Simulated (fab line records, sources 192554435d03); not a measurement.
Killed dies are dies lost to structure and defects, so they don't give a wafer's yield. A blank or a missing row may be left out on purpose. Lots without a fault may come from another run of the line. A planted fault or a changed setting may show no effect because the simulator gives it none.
Split-lot experiment | flow n5_finfet | 7 lots, 21 wafers read, on a route of 1938 steps

THE SPLIT
At N5_BEOL_M0_SAQP_COAT_82 (time 60 s, resist thk 30 nm), the setting spin_rpm was moved away from the recipe's 1500 rpm on 7 of the 21 wafers read, by -9.1% to +5.9%. The other wafers ran this setting at the recipe's value.

FROM THE SPLIT TO THE READING: what the file shows between them, 4 steps
- N5_BEOL_M0_SAQP_COAT_08: resist thk 90 nm
- N5_BEOL_M0_SAQP_EBR_10
- N5_BEOL_M0_SAQP_DESCUM_19: chemistry O2, time 7.9 s
- N5_BEOL_M0_SAQP_ETCH_83: etches SiARC in CF4, target depth 39 nm, time 65 s

THE READING
SiARC_of_BEOL_M0_SAQP_COAT_82.thk_nm (the simulator's own value, which no gauge read), in nm, at N5_BEOL_M0_SAQP_ETCH_84 (etches SOC in N2/H2, target depth 100 nm, overetch 20 nm, time 150 s). The file gives no usual value for it. The 14 wafers here that ran the recipe average 24.1 nm, standard deviation 0.36 nm.

wafer  | tool, chamber at the split | spin_rpm as run, rpm | against the recipe | SiARC_of_BEOL_M0_SAQP_COAT_82.thk_nm, nm | against lot-mates on the recipe
L079.2 | litho_track-03, 0          | 1500                 | recipe             | 23.8                                     | -
L079.4 | litho_track-03, 0          | 1500                 | recipe             | 24                                       | -
L079.5 | litho_track-03, 0          | 1500                 | recipe             | 24.2                                     | -
L081.3 | litho_track-03, 0          | 1500                 | recipe             | 23.8                                     | -
L081.4 | litho_track-03, 0          | 1410                 | -6.0%              | 25.2                                     | +1.4
L081.5 | litho_track-03, 0          | 1410                 | -6.0%              | 25.2                                     | +1.4
L082.1 | litho_track-04, 0          | 1500                 | recipe             | 24.2                                     | -
L082.4 | litho_track-04, 0          | 1500                 | recipe             | 24.8                                     | -
L082.5 | litho_track-04, 0          | 1375                 | -8.3%              | 25.4                                     | +0.9
L083.1 | litho_track-04, 0          | 1500                 | recipe             | 24                                       | -
L083.5 | litho_track-04, 0          | 1500                 | recipe             | 24                                       | -
L083.3 | litho_track-04, 0          | 1589                 | +5.9%              | 23.4                                     | -0.6
L088.2 | litho_track-03, 0          | 1394                 | -7.1%              | 25.4                                     | +0.7
L088.3 | litho_track-03, 0          | 1500                 | recipe             | 24.8                                     | -
L088.6 | litho_track-03, 0          | 1500                 | recipe             | 24.6                                     | -
L089.4 | litho_track-01, 0          | 1500                 | recipe             | 24                                       | -
L089.5 | litho_track-01, 0          | 1363                 | -9.1%              | 26                                       | +2.0
L089.6 | litho_track-01, 0          | 1363                 | -9.1%              | 25.8                                     | +1.8
L091.3 | litho_track-03, 0          | 1500                 | recipe             | 23.8                                     | -
L091.4 | litho_track-03, 0          | 1500                 | recipe             | 24.2                                     | -
L091.6 | litho_track-03, 0          | 1500                 | recipe             | 23.6                                     | -

THE FIT
A straight line over all 21 wafers: SiARC_of_BEOL_M0_SAQP_COAT_82.thk_nm changes by -0.173 nm for each +1% of spin_rpm; r = -0.91; the points scatter about the line by 0.32 nm.
The same after taking each lot's own level away (the mean of its wafers on the recipe; 21 wafers): -0.167 nm for each +1%; r = -0.92; scatter 0.3 nm.
On that fit, the largest move of spin_rpm shifts the reading by 1.5 nm.
The lots' own levels span 23.80 to 24.70 nm, that is 2.5 times the standard deviation above.
So the lot-to-lot level changes the slope little: the two slopes agree.
Check: with one of the wafers moved furthest among these (-9.1%) left out of the fit, the line predicts +1.46 nm for it against its lot-mates. It came out at +2 nm against them.

OTHER SPLITS ON THESE WAFERS
These wafers also went through other splits before the reading. Each is held against what the fit with the lots' levels taken away leaves over:
other split on the same wafers        | wafers away from the commonest value | r with SiARC_of_BEOL_M0_SAQP_COAT_82.thk_nm (lot level and that fit taken away)
N5_SDB_COAT_03 spin_rpm               | 4                                    | -0.11
N5_HKMG_FIN_ETCH_54 source_w          | 11                                   | -0.02
N5_HKMG_FIN_ETCH_55 time_s            | 10                                   | +0.28
N5_MOL_CONTACT_COAG_EXPOSE_05 dose_mj | 6                                    | -0.23
N5_MOL_CONTACT_COAG_ALD_27 time_s     | 9                                    | +0.25
N5_BEOL_M0_SAQP_HM_DEP_111 time_s     | 7                                    | +0.03

THE WHOLE CHAIN: every reading that the file lists as answering this split, in the file's order
step                    | what it does                                                         | reading                                                                                 | change (the file's fit)               | r (the file's)
N5_BEOL_M0_SAQP_COAT_82 | time 60 s, resist thk 30 nm                                          | SiARC_of_BEOL_M0_SAQP_COAT_82.thk_nm (the simulator's own value, which no gauge read)   | -0.163 nm for each +1% of the setting | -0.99
N5_BEOL_M0_SAQP_ETCH_83 | etches SiARC in CF4, target depth 39 nm, time 65 s                   | etch.depth_nm (the simulator's own value, which no gauge read)                          | -0.157 nm for each +1% of the setting | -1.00
N5_BEOL_M0_SAQP_ETCH_83 | etches SiARC in CF4, target depth 39 nm, time 65 s                   | CAR-ArF_of_BEOL_M0_SAQP_COAT_08.thk_nm (the simulator's own value, which no gauge read) | +0.145 nm for each +1% of the setting | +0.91
N5_BEOL_M0_SAQP_ETCH_84 | etches SOC in N2/H2, target depth 100 nm, overetch 20 nm, time 150 s | SiARC_of_BEOL_M0_SAQP_COAT_82.thk_nm (the simulator's own value, which no gauge read)   | -0.152 nm for each +1% of the setting | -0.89

THE FILE'S OWN FIT
SiARC_of_BEOL_M0_SAQP_COAT_82.thk_nm changes by -0.152 nm for each +1% of spin_rpm, r = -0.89.
